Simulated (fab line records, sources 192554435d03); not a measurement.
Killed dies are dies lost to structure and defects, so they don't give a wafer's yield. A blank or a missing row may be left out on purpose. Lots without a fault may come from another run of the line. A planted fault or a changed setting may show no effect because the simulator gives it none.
Split-lot experiment | flow n5_finfet | 7 lots, 21 wafers read, on a route of 1938 steps

THE SPLIT
At N5_HKMG_FIN_COAT_06 (resist thk 90 nm), the setting spin_rpm was moved away from the recipe's 1500 rpm on 5 of the 21 wafers read, by +4.0% to +4.2%. The other wafers ran this setting at the recipe's value.

FROM THE SPLIT TO THE READING: what the file shows between them, 6 steps
- N5_HKMG_FIN_EBR_08
- N5_HKMG_FIN_SOFTBAKE_07: time 60 s
- N5_HKMG_FIN_EXPOSE_09: exposes mask NWFM
- N5_HKMG_FIN_PEB_10: peb time 60 s
- N5_HKMG_FIN_DEVELOP_11: develop time 30 s
- N5_HKMG_FIN_DESCUM_17: chemistry O2, time 7.9 s

THE READING
CAR-ArF_of_HKMG_FIN_COAT_06.thk_nm (the simulator's own value, which no gauge read), in nm, at N5_HKMG_FIN_ETCH_31 (etches SiARC in CF4, target depth 45.5 nm, time 75.8 s). The file gives no usual value for it. The 16 wafers here that ran the recipe average 51.0 nm, standard deviation 0.19 nm.

wafer  | tool, chamber at the split | spin_rpm as run, rpm | against the recipe | CAR-ArF_of_HKMG_FIN_COAT_06.thk_nm, nm | against lot-mates on the recipe
L083.3 | litho_track-02, 0          | 1500                 | recipe             | 50.6                                   | -
L083.4 | litho_track-02, 0          | 1500                 | recipe             | 50.8                                   | -
L083.6 | litho_track-02, 0          | 1500                 | recipe             | 51                                     | -
L089.2 | litho_track-01, 0          | 1561                 | +4.1%              | 49                                     | -2.1
L089.5 | litho_track-01, 0          | 1500                 | recipe             | 51.2                                   | -
L089.6 | litho_track-01, 0          | 1500                 | recipe             | 51                                     | -
L090.1 | litho_track-04, 0          | 1500                 | recipe             | 51.2                                   | -
L090.2 | litho_track-04, 0          | 1500                 | recipe             | 50.8                                   | -
L090.6 | litho_track-04, 0          | 1500                 | recipe             | 51                                     | -
L091.2 | litho_track-02, 0          | 1500                 | recipe             | 51                                     | -
L091.4 | litho_track-02, 0          | 1560                 | +4.0%              | 49.4                                   | -1.6
L091.5 | litho_track-02, 0          | 1560                 | +4.0%              | 49                                     | -2.0
L092.1 | litho_track-01, 0          | 1500                 | recipe             | 50.8                                   | -
L092.3 | litho_track-01, 0          | 1563                 | +4.2%              | 48.6                                   | -2.2
L092.5 | litho_track-01, 0          | 1563                 | +4.2%              | 49                                     | -1.8
L094.2 | litho_track-01, 0          | 1500                 | recipe             | 51                                     | -
L094.4 | litho_track-01, 0          | 1500                 | recipe             | 51.2                                   | -
L094.6 | litho_track-01, 0          | 1500                 | recipe             | 51                                     | -
L097.1 | litho_track-02, 0          | 1500                 | recipe             | 51.4                                   | -
L097.2 | litho_track-02, 0          | 1500                 | recipe             | 51.2                                   | -
L097.4 | litho_track-02, 0          | 1500                 | recipe             | 51                                     | -

THE FIT
A straight line over all 21 wafers: CAR-ArF_of_HKMG_FIN_COAT_06.thk_nm changes by -0.493 nm for each +1% of spin_rpm; r = -0.97; the points scatter about the line by 0.21 nm.
The same after taking each lot's own level away (the mean of its wafers on the recipe; 21 wafers): -0.474 nm for each +1%; r = -0.98; scatter 0.16 nm.
On that fit, the largest move of spin_rpm shifts the reading by 2 nm.
The lots' own levels span 50.80 to 51.20 nm, that is 2.1 times the standard deviation above.
So the lot-to-lot level changes the slope little: the two slopes agree.
Check: with one of the wafers moved furthest among these (+4.2%) left out of the fit, the line predicts -1.94 nm for it against its lot-mates. It came out at -2.2 nm against them.

OTHER SPLITS ON THESE WAFERS
These wafers also went through other splits before the reading. Each is held against what the fit with the lots' levels taken away leaves over:
other split on the same wafers  | wafers away from the commonest value | r with CAR-ArF_of_HKMG_FIN_COAT_06.thk_nm (lot level and that fit taken away)
N5_DUMMY_GATE_EXPOSE_12 dose_mj | 4                                    | -0.22
N5_SD_EPI_P_COAT_34 spin_rpm    | 5                                    | -0.32
N5_SD_EPI_P_EXPOSE_06 dose_mj   | 7                                    | +0.13
N5_SDB_COAT_04 spin_rpm         | 5                                    | -0.09

THE WHOLE CHAIN: every reading that the file lists as answering this split, in the file's order
step                   | what it does                                           | reading                                                                             | change (the file's fit)               | r (the file's)
N5_HKMG_FIN_COAT_06    | resist thk 90 nm                                       | CAR-ArF_of_HKMG_FIN_COAT_06.thk_nm (the simulator's own value, which no gauge read) | -0.424 nm for each +1% of the setting | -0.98
N5_HKMG_FIN_DEVELOP_11 | develop time 30 s                                      | CAR-ArF_of_HKMG_FIN_COAT_06.thk_nm (the simulator's own value, which no gauge read) | -0.441 nm for each +1% of the setting | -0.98
N5_HKMG_FIN_DESCUM_17  | chemistry O2, time 7.9 s                               | CAR-ArF_of_HKMG_FIN_COAT_06.thk_nm (the simulator's own value, which no gauge read) | -0.465 nm for each +1% of the setting | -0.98
N5_HKMG_FIN_ETCH_31    | etches SiARC in CF4, target depth 45.5 nm, time 75.8 s | CAR-ArF_of_HKMG_FIN_COAT_06.thk_nm (the simulator's own value, which no gauge read) | -0.481 nm for each +1% of the setting | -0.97

THE FILE'S OWN FIT
CAR-ArF_of_HKMG_FIN_COAT_06.thk_nm changes by -0.481 nm for each +1% of spin_rpm, r = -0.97.
